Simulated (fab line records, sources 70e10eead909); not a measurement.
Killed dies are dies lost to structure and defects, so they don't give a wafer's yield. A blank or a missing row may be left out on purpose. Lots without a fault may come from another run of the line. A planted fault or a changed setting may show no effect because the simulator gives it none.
One fault seen from 2 desks | flow nand_harc | each desk has only its own numbers; what lay behind them comes last

THE TOOL OWNER'S DESK: ecd_cu-02
The tool's own readings at NHARC_P_M2_ECD_22 (material Cu, target thk 400 nm): means of the sampled wafers that have a number, for each lot that ran on this tool. A lot is out of limits, marked OUT, if its mean lies more than 4 standard deviations from the usual mean; the brackets give that distance.
Columns: A = bath_temp_c at NHARC_P_M2_ECD_22, usual 24.99 C
lot  | first seen here | A
L718 | day 7 17:23     | 24.90
L724 | day 10 07:04    | 25.03
L726 | day 10 22:50    | 24.91
L729 | day 12 10:52    | 24.88
L731 | day 13 02:47    | 24.88
L733 | day 13 22:34    | 24.86
This desk's finding: nothing out of limits on any of the 6 lots.

THE METROLOGY DESK
What the gauges read, lot by lot, whatever tool the lot ran on: means of the sampled wafers that have a number. A lot is out of limits, marked OUT, if its mean lies more than 4 standard deviations from the usual mean; the brackets give that distance.
Columns: A = thk_nm at NHARC_P_M2_THK_MEAS_24, usual 144.3 nm
lot  | first seen here | A
L717 | day 7 04:01     | 144.1
L718 | day 7 18:22     | 144.2
L720 | day 8 18:50     | 145.0
L721 | day 8 22:06     | 142.5
L723 | day 10 02:51    | 144.8
L724 | day 10 08:06    | 145.1
L726 | day 10 23:46    | 145.7
L727 | day 11 09:04    | 142.9
L729 | day 12 11:53    | 144.9
L731 | day 13 03:46    | 133.8 (-8.1) OUT
L733 | day 13 23:31    | 122.3 (-17) OUT
This desk's finding: out of limits on L731, L733; first on L731, day 13 03:46 (thk_nm at NHARC_P_M2_THK_MEAS_24). In limits: L717, L718, L720, L721, L723, L724, L726, L727, L729.

PUT TOGETHER
The metrology desk could have raised an alarm at day 13 03:46, on L731, L733.
The tool owner's desk saw nothing out of limits.
The tool owner's desk has L731, L733 on record, within its limits.
Of the lots named, all ran NHARC_P_M2_ECD_22 on ecd_cu-02.

WHAT THE SIMULATOR HAD PUT IN
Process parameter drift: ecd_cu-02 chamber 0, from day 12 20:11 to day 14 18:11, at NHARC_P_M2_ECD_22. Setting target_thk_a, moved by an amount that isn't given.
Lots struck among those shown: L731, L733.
Hours from the fault's start to each desk's first reading out of limits: the metrology desk, 8.
